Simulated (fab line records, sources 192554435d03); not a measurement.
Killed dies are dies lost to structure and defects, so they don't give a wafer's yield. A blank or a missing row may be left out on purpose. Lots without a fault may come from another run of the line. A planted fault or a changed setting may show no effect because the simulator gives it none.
fab line records | flow n5_finfet
record lots=10 wafers=28 last_day=15
route steps=1938 shown BEOL_M5@1187 BEOL_M6@1194 PASSIVATION@1936
lots that met no fault: from a run of the same line without faults
start_h: hours from the record's first day to the start of the lot's first wafer shown | wait_h: hours since the lot's step before | " the same as in the row above | L1.1+2: a row that stands for several wafers | - no value, or no start given | * or withheld: withheld | < > ~ a bound
route shown NAME@n: a module of which the file shows steps, and the number in the route of the first | usual: mean/standard deviation of fault-free wafers | same: alike in all rows | chamber/n: place in a boat | sites: the reading at each site | _std_site: their standard deviation | _edge_site: outer sites' mean less inner sites' | radius_mm: how far each site lies from the wafer's centre | mask NAME#n: copy n | behind: the tool/chamber that last shaped the wafer | hold: why the lot was held/for how many hours/how that ended | device: the transistor (n, p or np) that didn't switch | end of line: the same wafers' tests at the end of the route | a step without rows: its recipe alone | killed: dies lost to structure and defects at the first sort, not the wafer's yield | map: a wafer's dies, x killed, . not, _ none there
set.NAME: the setting as run; set.NAME@STEP: as run at that earlier step | model.NAME: the simulator's own value behind a step, which no gauge read
steps of the route over a sample of lots; a table a step, a row a wafer
services: from which hour (start_h, from the record's first day; less than 0 if before it) a tool's chamber was out of use, for how many hours, and why
## steps
# step N5_BEOL_M5_THK_MEAS_53
# recipe thk_meas_gauge=xrf reads=Cu_of_BEOL_M5_ECD_50
# usual M5_THK=60.3/2.3
# columns lot.wafer tool chamber start_h wait_h M5_THK[nm]
L449.2 film_metro-02 - 186.29 0.2 57.4
L449.4 " - " " 63.9
L449.5 " - " " 60.1
L451.3 film_metro-02 - 189.23 - 58.5
L451.5 " - " " 59.2
L451.6 " - " " 58.3
L454.2 film_metro-02 - 209.24 - 60.7
L454.3 " - " " 58.9
L454.6 " - " " 63.8
L453.2 film_metro-02 - 210.46 - 59.4
L453.3 " - " " 62.3
L453.4 " - " " 56.4
L457.2 film_metro-02 - 227.69 - 57.1
L457.3 " - " " 58.6
L456.3 film_metro-02 - 228.15 - 62.8
L456.4 " - " " 60.8
L456.6 " - " " 61.9
L458.2 film_metro-02 - 235.32 - 61.4
L458.5 " - " " 62.0
L458.6 " - " " 63.1
L460.1 film_metro-01 - 250.47 - 62.2
L460.5 " - " " 58.1
L462.1 film_metro-01 - 265.29 - 64.2
L462.2 " - " " 59.7
L462.4 " - " " 56.8
L464.1 film_metro-02 - 275.65 - 59.5
L464.4 " - " " 60.2
L464.6 " - " " 60.4
# step N5_BEOL_M6_ILD_DEP_00
# recipe material=SiCOH_lowk target_thk_a=1797.5 temp_c=300 precursor=DEMS/porogen pressure_torr=5 rf_w=500 time_s=33.4
# usual chamber_pressure_Torr=5.001/0.012 heater_power_w=315/43 showerhead_plenum_p_Torr=5.736/0.017 throttle_valve_pct=14.1/0.79
# columns lot.wafer tool chamber start_h wait_h chamber_pressure_Torr heater_power_w showerhead_plenum_p_Torr throttle_valve_pct
L449.2 pecvd-04 2 186.67 0.0 5.025 316 5.723 13.1
L449.4 " 1 " " 5.008 278 5.743 14.3
L449.5 " 1 " " 4.999 281 5.762 14.7
L451.3 pecvd-03 0 189.60 0.0 4.994 287 5.722 15.4
L451.5 " 1 " " 5.014 266 5.715 14.3
L451.6 " 0 " " 5.004 287 5.713 15.3
L454.2 pecvd-03 0 209.61 0.0 5.022 324 5.725 15.4
L454.3 " 1 " " 5.011 251 5.711 14.0
L454.6 " 1 " " 4.992 245 5.713 14.0
L453.2 pecvd-03 2 210.84 0.0 5.017 295 5.739 13.4
L453.3 " 0 " " 4.987 319 5.735 15.3
L453.4 " 0 " " 4.996 327 5.722 15.4
L457.2 pecvd-02 0 228.08 0.0 5.015 391 5.747 13.0
L457.3 " 0 " " 5.014 396 5.741 12.9
L456.3 pecvd-02 0 228.55 0.1 5.016 413 5.749 13.0
L456.4 " 1 " " 5.019 297 5.748 14.6
L456.6 " 1 " " 5.014 301 5.740 14.6
L458.2 pecvd-04 0 235.70 0.0 5.001 357 5.723 15.1
L458.5 " 0 " " 5.001 353 5.733 14.8
L458.6 " 2 " " 5.006 315 5.722 13.5
L460.1 pecvd-03 2 250.79 0.0 4.986 332 5.749 13.5
L460.5 " 2 " " 4.988 331 5.769 13.2
L462.1 pecvd-02 1 265.83 0.0 5.002 302 5.743 14.6
L462.2 " 2 " " 4.986 236 5.728 13.6
L462.4 " 1 " " 5.019 307 5.752 14.4
L464.1 pecvd-03 2 276.14 0.0 5.003 322 5.758 13.5
L464.4 " 1 " " 5.003 292 5.737 14.0
L464.6 " 0 " " 4.986 298 5.723 15.2
# step N5_BEOL_M6_PECVD_70
# recipe material=SiO2 target_thk_a=200 temp_c=400 precursor=TEOS/O2 pressure_torr=5.5 rf_w=450 teos_flow_sccm=53.8 gas=O2 flow_sccm=3000 time_s=22.7
# usual chamber_pressure_Torr=5.500/0.011 heater_power_w=730/79 showerhead_plenum_p_Torr=8.77/0.063 throttle_valve_pct=22.8/1.3
# columns lot.wafer tool chamber start_h wait_h chamber_pressure_Torr heater_power_w showerhead_plenum_p_Torr throttle_valve_pct
L449.2 pecvd-04 2 187.31 0.0 5.499 745 8.72 21.3
L449.4 " 1 " " 5.501 716 8.87 23.4
L449.5 " 2 " " 5.510 743 8.73 21.0
L451.3 pecvd-02 1 190.22 0.0 5.492 649 8.80 23.8
L451.5 " 1 " " 5.510 656 8.80 23.6
L451.6 " 2 " " 5.504 699 8.69 24.2
L454.2 pecvd-03 1 210.23 0.0 5.500 590 8.70 22.4
L454.3 " 2 " " 5.498 788 8.90 21.8
L454.6 " 2 " " 5.524 822 8.89 21.9
L453.2 pecvd-04 2 211.46 0.0 5.513 688 8.72 21.5
L453.3 " 0 " " 5.506 690 8.71 24.2
L453.4 " 2 " " 5.491 691 8.71 21.4
L457.2 pecvd-04 0 228.72 0.0 5.492 807 8.72 23.9
L457.3 " 1 " " 5.503 626 8.85 23.5
L456.3 pecvd-04 0 229.17 0.0 5.506 799 8.72 24.2
L456.4 " 0 " " 5.506 768 8.71 24.4
L456.6 " 2 " " 5.521 742 8.73 21.3
L458.2 pecvd-02 0 236.31 0.0 5.495 914 8.79 20.8
L458.5 " 1 " " 5.507 673 8.81 23.4
L458.6 " 2 " " 5.485 579 8.70 22.0
L460.1 pecvd-04 0 251.41 0.0 5.466 813 8.72 24.3
L460.5 " 1 " " 5.504 701 8.85 23.3
L462.1 pecvd-04 0 266.44 0.0 5.503 686 8.72 23.9
L462.2 " 2 " " 5.502 730 8.72 21.4
L462.4 " 2 " " 5.506 736 8.68 21.5
L464.1 pecvd-04 2 276.75 0.0 5.509 749 8.72 21.4
L464.4 " 2 " " 5.486 742 8.74 21.4
L464.6 " 0 " " 5.501 769 8.74 24.2
# step N5_BEOL_M6_INSPECT_13
# recipe mode=adi inspect_instrument=brightfield
# usual raw_defect_count=391/88
# columns lot.wafer tool chamber start_h wait_h raw_defect_count
L449.2 defect_inspect-02 - 188.61 0.0 383
L449.4 " - " " 344
L449.5 " - " " 414
L451.3 defect_inspect-01 - 191.54 0.0 408
L451.5 " - " " 410
L451.6 " - " " 424
L454.2 defect_inspect-01 - 211.10 0.0 421
L454.3 " - " " 632
L454.6 " - " " 369
L453.2 defect_inspect-02 - 213.60 0.0 247
L453.3 " - " " 335
L453.4 " - " " 319
L457.2 defect_inspect-01 - 232.47 0.0 290
L457.3 " - " " 374
L456.3 defect_inspect-02 - 232.64 0.0 324
L456.4 " - " " 278
L456.6 " - " " 309
L458.2 defect_inspect-01 - 236.80 0.0 517
L458.5 " - " " 520
L458.6 " - " " 447
L460.1 defect_inspect-01 - 252.44 0.0 334
L460.5 " - " " 348
L462.1 defect_inspect-02 - 270.01 0.0 606
L462.2 " - " " 764
L462.4 " - " " 668
L464.1 defect_inspect-01 - 279.08 0.0 720
L464.4 " - " " 616
L464.6 " - " " 824
# step N5_BEOL_M6_HM_OPEN_17
# recipe chemistry=Cl2/BCl3 target_depth_a=200 overetch_a=60 target=TiN mask_material=SOC ion_energy_ev=150 pressure_mtorr=10 icp_w=1000 bias_w=126 Cl2_flow_sccm=53.25 bcl3_flow_sccm=21.75 Ar_flow_sccm=25
# usual bcl3_flow_sccm=21.73/0.069 bias_w=125.9/0.37 drypump_motor_current_A=5.9/0.43 oes_product_au=0.65/0.065 throttle_valve_pct=22.36/0.22
# columns lot.wafer tool chamber start_h wait_h bcl3_flow_sccm bias_w drypump_motor_current_A oes_product_au rf_hours_counter_h throttle_valve_pct
L449.2 rie_metal-02 0 188.98 0.0 21.77 125.9 5.9 0.61 75 22.56
L449.4 " 0 " " 21.76 125.8 5.9 0.61 - 22.59
L449.5 " 1 " " 21.67 125.9 6.3 0.67 - 22.45
L451.3 rie_metal-02 1 191.88 0.1 21.64 126.6 6.3 0.68 - 22.44
L451.5 " 0 " " 21.88 126.0 5.9 0.60 - 22.57
L451.6 " 1 " " 21.68 126.6 6.3 0.68 - 22.42
L454.2 rie_metal-02 0 211.41 0.0 21.86 125.5 5.9 0.61 77 22.57
L454.3 " 1 " " 21.78 125.6 6.3 0.68 - 22.45
L454.6 " 1 " " 21.76 126.1 6.3 0.68 - 22.44
L453.2 rie_metal-03 1 213.91 0.0 21.80 126.0 6.0 0.53 106 22.23
L453.3 " 1 " " 21.75 125.7 6.1 0.54 - 22.21
L453.4 " 0 " " 21.83 125.9 5.8 0.74 - 22.33
L457.2 rie_metal-01 1 232.78 0.0 21.83 125.8 4.9 0.68 38 21.97
L457.3 " 1 " " 21.66 125.8 4.9 0.67 - 21.99
L456.3 rie_metal-01 1 232.98 0.1 21.75 126.1 4.9 0.68 - 21.97
L456.4 " 0 " " 21.76 126.6 5.6 0.64 - 22.27
L456.6 " 1 " " 21.88 126.0 4.9 0.69 - 21.97
L458.2 rie_metal-01 1 237.16 0.0 21.70 126.3 4.8 0.68 38 21.97
L458.5 " 1 " " 21.82 126.5 4.8 0.68 - 21.96
L458.6 " 0 " " 21.55 125.9 5.6 0.64 - 22.27
L460.1 rie_metal-02 0 252.75 0.0 21.67 125.7 5.9 0.60 81 22.57
L460.5 " 1 " " 21.62 126.4 6.3 0.66 - 22.44
L462.1 rie_metal-01 1 270.53 0.0 21.73 126.3 4.9 0.66 41 22.02
L462.2 " 0 " " 21.76 125.6 5.6 0.63 57 22.30
L462.4 " 1 " " 21.62 126.3 4.9 0.65 - 22.00
L464.1 rie_metal-01 1 279.39 0.0 21.77 125.7 4.9 0.66 41 22.02
L464.4 " 0 " " 21.77 125.1 5.6 0.61 - 22.31
L464.6 " 1 " " 21.75 126.0 4.9 0.67 - 22.00
# step N5_BEOL_M6_INSPECT_30
# recipe mode=adi inspect_instrument=brightfield
# usual raw_defect_count=390/86
# columns lot.wafer tool chamber start_h wait_h raw_defect_count
L449.2 defect_inspect-01 - 190.26 0.0 420
L449.4 " - " " 358
L449.5 " - " " 452
L451.3 defect_inspect-01 - 192.63 0.0 394
L451.5 " - " " 450
L451.6 " - " " 427
L454.2 defect_inspect-01 - 213.30 0.0 407
L454.3 " - " " 637
L454.6 " - " " 371
L453.2 defect_inspect-02 - 215.46 0.0 237
L453.3 " - " " 338
L453.4 " - " " 315
L457.2 defect_inspect-01 - 233.92 0.0 302
L457.3 " - " " 400
L456.3 defect_inspect-02 - 234.06 0.0 322
L456.4 " - " " 280
L456.6 " - " " 318
L458.2 defect_inspect-01 - 239.54 0.0 497
L458.5 " - " " 543
L458.6 " - " " 446
L460.1 defect_inspect-01 - 254.16 0.1 334
L460.5 " - " " 360
L462.1 defect_inspect-02 - 273.34 0.1 579
L462.2 " - " " 734
L462.4 " - " " 672
L464.1 defect_inspect-02 - 281.33 0.1 700
L464.4 " - " " 603
L464.6 " - " " 779
# step N5_PASSIVATION_PROBE_49
# usual defect_limited_yield=91.1/1.6 killed_at_M0_to_M3=35/11 killed_at_M4_up=13/5.4 killed_at_contacts=13/6.5 killed_at_front_end=40/14 killed_at_other=4/3.1 killed_dies=105/18 killed_on_rim=14/4.1 killed_open=69/14 killed_short=34/7.3 sort_bin_5_function=5.2/0.96 sort_bin_6_memory=3.4/0.77 sort_n_pass=1075/19 sort_yield_pct=91.1/1.6
# same gross_dies=1180 killed_at_back_side=0 sort_bin_4_leakage[%]=0 sort_bin_8_speed[%]=0
# columns lot.wafer tool chamber start_h wait_h defect_limited_yield[%] killed_at_M0_to_M3 killed_at_M4_up killed_at_contacts killed_at_front_end killed_at_other killed_dies killed_on_rim killed_open killed_short sort_bin_5_function[%] sort_bin_6_memory[%] sort_n_pass sort_yield_pct[%]
L451.3 prober-01 - 281.69 0.1 93.9 31 12 5 21 3 72 9 46 20 4.2 1.7 1108 93.9
L451.5 prober-01 - 281.79 0.2 93.6 28 10 3 33 1 75 13 46 28 3.1 2.9 1105 93.6
L451.6 prober-01 - 281.84 0.3 91.5 40 3 14 35 8 100 10 62 38 5.2 2.8 1080 91.5
L449.2 prober-01 - 289.68 0.1 90.3 58 13 9 32 3 115 25 66 45 5.3 4.0 1065 90.3
L449.4 prober-01 - 289.78 0.2 91.7 35 16 7 32 8 98 14 60 37 5.3 2.9 1082 91.7
L449.5 prober-01 - 289.83 0.2 92.1 20 11 11 46 5 93 15 57 29 4.7 2.6 1087 92.1
L453.2 prober-02 - 303.55 0.1 93.2 32 18 2 27 1 80 4 53 26 3.2 3.3 1100 93.2
L453.3 prober-02 - 303.60 0.1 93.7 37 8 2 26 1 74 11 42 32 3.4 2.8 1106 93.7
L453.4 prober-02 - 303.65 0.2 88.9 49 11 12 55 4 131 16 97 33 6.0 4.8 1049 88.9
L454.2 prober-02 - 308.50 0.1 90.8 30 13 24 38 3 108 18 73 34 4.2 4.4 1072 90.8
L454.3 prober-02 - 308.55 0.1 91.4 35 18 13 33 2 101 16 68 32 5.2 3.2 1079 91.4
L454.6 prober-02 - 308.70 0.3 92.5 34 11 8 32 3 88 11 57 31 4.8 2.4 1092 92.5
L457.2 prober-02 - 313.56 0.1 91.1 39 4 6 51 5 105 10 67 35 4.9 3.6 1075 91.1
L457.3 prober-02 - 313.61 0.1 90.0 40 3 17 46 12 118 12 73 45 6.0 3.6 1062 90.0
L456.3 prober-02 - 317.67 0.1 90.8 33 16 19 38 2 108 17 79 29 6.2 2.8 1072 90.8
L456.4 prober-02 - 317.72 0.2 92.4 25 15 20 28 2 90 9 65 25 4.5 2.9 1090 92.4
L456.6 prober-02 - 317.82 0.3 92.6 25 15 19 24 4 87 10 57 30 4.2 3.0 1093 92.6
L458.2 prober-02 - 327.65 0.1 93.4 19 14 9 34 2 78 12 52 26 4.2 2.1 1102 93.4
L458.5 prober-02 - 327.80 0.2 92.6 24 9 8 42 4 87 10 50 37 4.7 2.4 1093 92.6
L458.6 prober-02 - 327.85 0.3 92.5 26 7 23 31 1 88 11 59 29 4.7 2.5 1092 92.5
L460.1 prober-01 - 349.13 0.0 87.5 25 13 17 91 2 148 19 100 44 7.0 4.8 1032 87.5
L460.5 prober-01 - 349.33 0.2 91.6 39 5 7 42 6 99 10 70 27 5.0 3.1 1081 91.6
L462.1 prober-02 - 367.88 0.0 86.7 43 69 9 28 8 157 29 73 26 8.6 3.6 1023 86.7
L462.2 prober-02 - 367.93 0.1 82.1 44 92 10 60 5 211 27 95 38 11.0 5.3 969 82.1
L462.4 prober-02 - 368.03 0.2 86.1 43 85 2 30 4 164 28 59 32 9.2 3.4 1016 86.1
L464.1 prober-01 - 369.98 0.0 85.8 42 82 11 32 1 168 30 69 31 8.6 4.6 1012 85.8
L464.4 prober-01 - 370.13 0.2 84.6 49 83 13 31 6 182 28 70 40 9.6 4.3 998 84.6
L464.6 prober-01 - 370.23 0.3 86.5 38 75 14 31 1 159 23 60 31 8.6 3.7 1021 86.5
# killed by level:class
L451.3 BEOL_M0_SAQP:geometric_particle:open=11 BEOL_M0_SAQP:geometric_particle:short=7 FIN_SAQP:geometric_particle:open=5 MOL_CONTACT_COAG:geometric_particle:open=4 BEOL_M1:geometric_particle:open=4 FIN_SAQP:geometric_particle:short=3 DUMMY_GATE:geometric_particle:open=3 BEOL_M2:geometric_particle:open=3
L451.5 BEOL_M0_SAQP:geometric_particle:short=9 BEOL_M2:geometric_particle:open=7 BEOL_M0_SAQP:geometric_particle:open=6 BEOL_M5:geometric_particle:open=5 STI_FIN_REVEAL:geometric_particle:open=5 FIN_SAQP:geometric_particle:open=4 STARTING-WAFER:geometric_particle:short=4 DUMMY_GATE:geometric_particle:open=3
L451.6 BEOL_M1:geometric_particle:open=13 MOL_CONTACT_COAG:geometric_particle:open=10 BEOL_M2:geometric_particle:open=7 STI_FIN_REVEAL:geometric_particle:open=6 FIN_SAQP:geometric_particle:open=5 ILD0:geometric_particle:short=5 BEOL_M0_SAQP:geometric_particle:open=5 BEOL_M0_SAQP:geometric_particle:short=5
L449.2 BEOL_M0_SAQP:geometric_particle:open=21 BEOL_M0_SAQP:geometric_particle:short=21 STI_FIN_REVEAL:geometric_particle:open=12 MOL_CONTACT_COAG:geometric_particle:open=6 BEOL_M5:geometric_particle:open=6 GATE_CUT:geometric_particle:short=4 BEOL_M2:geometric_particle:open=4 FIN_SAQP:geometric_particle:short=3
L449.4 BEOL_M0_SAQP:geometric_particle:short=9 MOL_CONTACT_COAG:geometric_particle:open=7 BEOL_M0_SAQP:geometric_particle:open=6 FIN_SAQP:geometric_particle:open=5 FIN_SAQP:geometric_particle:short=5 DUMMY_GATE:geometric_particle:open=5 BEOL_M1:geometric_particle:open=5 BEOL_M3:geometric_particle:open=5
L449.5 STI_FIN_REVEAL:geometric_particle:open=8 MOL_CONTACT_COAG:geometric_particle:open=8 FIN_SAQP:geometric_particle:open=7 BEOL_M4:geometric_particle:open=7 BEOL_M0_SAQP:geometric_particle:open=6 GATE_CUT:geometric_particle:short=5 ILD0:geometric_particle:short=4 BEOL_M3:geometric_particle:open=4
L453.2 BEOL_M4:geometric_particle:open=14 BEOL_M2:geometric_particle:open=10 FIN_SAQP:geometric_particle:short=6 BEOL_M3:geometric_particle:open=5 STARTING-WAFER:geometric_particle:short=5 STI_FIN_REVEAL:geometric_particle:open=4 DUMMY_GATE:geometric_particle:open=4 BEOL_M0_SAQP:geometric_particle:open=4
L453.3 BEOL_M0_SAQP:geometric_particle:short=17 BEOL_M0_SAQP:geometric_particle:open=8 DUMMY_GATE:geometric_particle:open=6 FIN_SAQP:geometric_particle:open=5 STI_FIN_REVEAL:geometric_particle:open=4 BEOL_M4:geometric_particle:open=4 FIN_SAQP:geometric_particle:short=3 BEOL_M2:geometric_particle:open=3
L453.4 STI_FIN_REVEAL:geometric_particle:open=19 BEOL_M0_SAQP:geometric_particle:open=18 MOL_CONTACT_COAG:geometric_particle:open=10 BEOL_M0_SAQP:geometric_particle:short=9 FIN_SAQP:geometric_particle:open=8 BEOL_M2:geometric_particle:open=7 BEOL_M3:geometric_particle:open=7 DUMMY_GATE:geometric_particle:open=6
L454.2 MOL_CONTACT_COAG:geometric_particle:open=20 FIN_SAQP:geometric_particle:open=14 FIN_SAQP:geometric_particle:short=11 BEOL_M1:geometric_particle:open=11 BEOL_M1:geometric_particle:short=7 BEOL_M4:geometric_particle:open=6 BEOL_M3:geometric_particle:open=5 MOL_CONTACT_COAG:geometric_particle:short=4
L454.3 BEOL_M1:geometric_particle:open=14 BEOL_M4:geometric_particle:open=11 MOL_CONTACT_COAG:geometric_particle:open=10 STI_FIN_REVEAL:geometric_particle:open=8 FIN_SAQP:geometric_particle:open=7 BEOL_M2:geometric_particle:open=6 BEOL_M1:geometric_particle:short=6 FIN_SAQP:geometric_particle:short=5
L454.6 BEOL_M1:geometric_particle:open=11 FIN_SAQP:geometric_particle:open=8 DUMMY_GATE:geometric_particle:open=6 MOL_CONTACT_COAG:geometric_particle:open=6 BEOL_M0_SAQP:geometric_particle:open=5 BEOL_M1:geometric_particle:short=5 STARTING-WAFER:geometric_particle:open=5 BEOL_M0:geometric_particle:open=4
L457.2 BEOL_M0_SAQP:geometric_particle:open=14 STI_FIN_REVEAL:geometric_particle:open=12 FIN_SAQP:geometric_particle:open=10 BEOL_M0_SAQP:geometric_particle:short=10 FIN_SAQP:geometric_particle:short=8 GATE_CUT:geometric_particle:short=8 BEOL_M3:geometric_particle:open=7 MOL_CONTACT_COAG:geometric_particle:open=5
L457.3 MOL_CONTACT_COAG:geometric_particle:open=11 BEOL_M1:geometric_particle:open=10 GATE_CUT:geometric_particle:short=9 BEOL_M2:geometric_particle:open=8 FIN_SAQP:geometric_particle:open=6 STI_FIN_REVEAL:geometric_particle:open=6 GATE_CUT:geometric_particle:open=6 MOL_CONTACT_COAG:geometric_particle:short=6
L456.3 MOL_CONTACT_COAG:geometric_particle:open=14 BEOL_M3:geometric_particle:open=9 FIN_SAQP:geometric_particle:open=8 BEOL_M2:geometric_particle:open=8 FIN_SAQP:geometric_particle:short=7 MOL_CONTACT_COAG:geometric_particle:short=5 BEOL_M0_SAQP:geometric_particle:open=5 BEOL_M0_SAQP:geometric_particle:short=5
L456.4 MOL_CONTACT_COAG:geometric_particle:open=17 STI_FIN_REVEAL:geometric_particle:open=7 BEOL_M3:geometric_particle:open=7 BEOL_M1:geometric_particle:open=5 BEOL_M6:geometric_particle:open=5 DUMMY_GATE:geometric_particle:open=4 GATE_CUT:geometric_particle:short=4 BEOL_M0_SAQP:geometric_particle:short=4
L456.6 MOL_CONTACT_COAG:geometric_particle:open=14 BEOL_M3:geometric_particle:open=10 DUMMY_GATE:geometric_particle:open=5 MOL_CONTACT_COAG:geometric_particle:short=5 BEOL_M4:geometric_particle:short=5 FIN_SAQP:geometric_particle:open=4 BEOL_M2:geometric_particle:short=4 BEOL_M3:geometric_particle:short=4
L458.2 MOL_CONTACT_COAG:geometric_particle:open=7 FIN_SAQP:geometric_particle:short=5 STI_FIN_REVEAL:geometric_particle:open=5 DUMMY_GATE:geometric_particle:open=5 BEOL_M2:geometric_particle:open=4 FIN_SAQP:geometric_particle:open=3 GATE_CUT:geometric_particle:short=3 GATE_CUT:geometric_particle:open=3
L458.5 BEOL_M0_SAQP:geometric_particle:short=9 FIN_SAQP:geometric_particle:short=8 GATE_CUT:geometric_particle:short=7 FIN_SAQP:geometric_particle:open=6 STI_FIN_REVEAL:geometric_particle:open=6 MOL_CONTACT_COAG:geometric_particle:open=6 BEOL_M4:geometric_particle:open=6 BEOL_M3:geometric_particle:open=5
L458.6 MOL_CONTACT_COAG:geometric_particle:open=18 STI_FIN_REVEAL:geometric_particle:open=13 BEOL_M1:geometric_particle:open=6 MOL_CONTACT_COAG:geometric_particle:short=5 FIN_SAQP:geometric_particle:short=4 STI_FIN_REVEAL:geometric_particle:short=4 BEOL_M0_SAQP:geometric_particle:short=4 BEOL_M2:geometric_particle:open=4
L460.1 FIN_SAQP:geometric_particle:open=28 STI_FIN_REVEAL:geometric_particle:open=19 FIN_SAQP:geometric_particle:short=11 DUMMY_GATE:geometric_particle:open=11 MOL_CONTACT_COAG:geometric_particle:open=11 BEOL_M0_SAQP:geometric_particle:open=7 MOL_CONTACT_COAG:geometric_particle:short=6 BEOL_M0_SAQP:geometric_particle:short=6
L460.5 STI_FIN_REVEAL:geometric_particle:open=10 BEOL_M0_SAQP:geometric_particle:open=9 FIN_SAQP:geometric_particle:open=8 BEOL_M3:geometric_particle:open=8 FIN_SAQP:geometric_particle:short=6 MOL_CONTACT_COAG:geometric_particle:open=6 DUMMY_GATE:geometric_particle:open=5 BEOL_M0_SAQP:geometric_particle:short=5
L462.1 BEOL_M6:unspecified=54 BEOL_M1:geometric_particle:open=14 BEOL_M0_SAQP:geometric_particle:open=11 MOL_CONTACT_COAG:geometric_particle:open=7 BEOL_M2:geometric_particle:open=7 BEOL_M4:geometric_particle:open=7 STI_FIN_REVEAL:geometric_particle:open=5 BEOL_M0_SAQP:geometric_particle:short=5
L462.2 BEOL_M6:unspecified=72 FIN_SAQP:geometric_particle:open=21 BEOL_M2:geometric_particle:open=12 FIN_SAQP:geometric_particle:short=9 DUMMY_GATE:geometric_particle:open=8 MOL_CONTACT_COAG:geometric_particle:open=8 BEOL_M0_SAQP:geometric_particle:open=8 STI_FIN_REVEAL:geometric_particle:open=7
L462.4 BEOL_M6:unspecified=72 BEOL_M0_SAQP:geometric_particle:open=12 BEOL_M1:geometric_particle:open=10 BEOL_M0_SAQP:geometric_particle:short=8 STI_FIN_REVEAL:geometric_particle:open=7 FIN_SAQP:geometric_particle:open=6 GATE_CUT:geometric_particle:short=6 BEOL_M4:geometric_particle:open=6
L464.1 BEOL_M6:unspecified=66 BEOL_M0_SAQP:geometric_particle:open=15 BEOL_M1:geometric_particle:open=10 BEOL_M5:geometric_particle:open=8 FIN_SAQP:geometric_particle:short=7 MOL_CONTACT_COAG:geometric_particle:open=7 FIN_SAQP:geometric_particle:open=6 BEOL_M0_SAQP:geometric_particle:short=6
L464.4 BEOL_M6:unspecified=70 BEOL_M0_SAQP:geometric_particle:open=13 BEOL_M0_SAQP:geometric_particle:short=12 MOL_CONTACT_COAG:geometric_particle:open=11 BEOL_M2:geometric_particle:open=10 FIN_SAQP:geometric_particle:short=8 BEOL_M3:geometric_particle:open=7 FIN_SAQP:geometric_particle:open=5
L464.6 BEOL_M6:unspecified=65 MOL_CONTACT_COAG:geometric_particle:open=11 BEOL_M0_SAQP:geometric_particle:short=11 BEOL_M0_SAQP:geometric_particle:open=10 STI_FIN_REVEAL:geometric_particle:open=8 BEOL_M1:geometric_particle:open=6 BEOL_M3:geometric_particle:open=5 BEOL_M4:geometric_particle:open=5
## services
# columns tool chamber start_h hours kind
rie_metal-01 - 168.05 2.8 pm
pecvd-02 0 174.57 9.4 repair
pecvd-04 0 180.42 6.5 repair
pecvd-02 - 195.94 0.3 repair
pecvd-02 2 202.40 - clean
pecvd-02 2 202.40 - consumable_replace:showerhead
pecvd-02 2 202.40 29.0 scheduled_down
pecvd-02 2 202.40 29.0 vent_cycle
pecvd-04 - 204.84 5.5 pm
pecvd-02 0 207.39 2.1 scheduled_down
rie_metal-03 - 218.58 4.9 repair
pecvd-03 - 224.03 1.4 repair
pecvd-03 1 263.80 5.5 scheduled_down
pecvd-02 2 276.84 2.1 scheduled_down
## key
first_sign step=N5_BEOL_M6_INSPECT_13 reading=raw_defect_count direction=up sigmas=3.5 usual=391 struck=700
effect step=N5_BEOL_M6_INSPECT_30 reading=raw_defect_count direction=up sigmas=3.4 usual=390 struck=678
effect step=N5_PASSIVATION_PROBE_49 reading=killed_at_M4_up direction=up sigmas=13 usual=13 struck=81
more_kills_born_at N5_BEOL_M6_PECVD_70@pecvd-04=399
met_at N5_BEOL_M6_PECVD_70
struck_lots L462,L464
not_acting_at N5_BEOL_M5_THK_MEAS_53,N5_BEOL_M6_ILD_DEP_00,N5_BEOL_M6_HM_OPEN_17
onset_between 251.41 266.44
also_fits time
fault kind=chamber_particle_source tool=pecvd-04 chamber=- onset_h=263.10 steps=N5_BEOL_M6_PECVD_70 rate_per_visit_cm2=0.39358 end_h=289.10
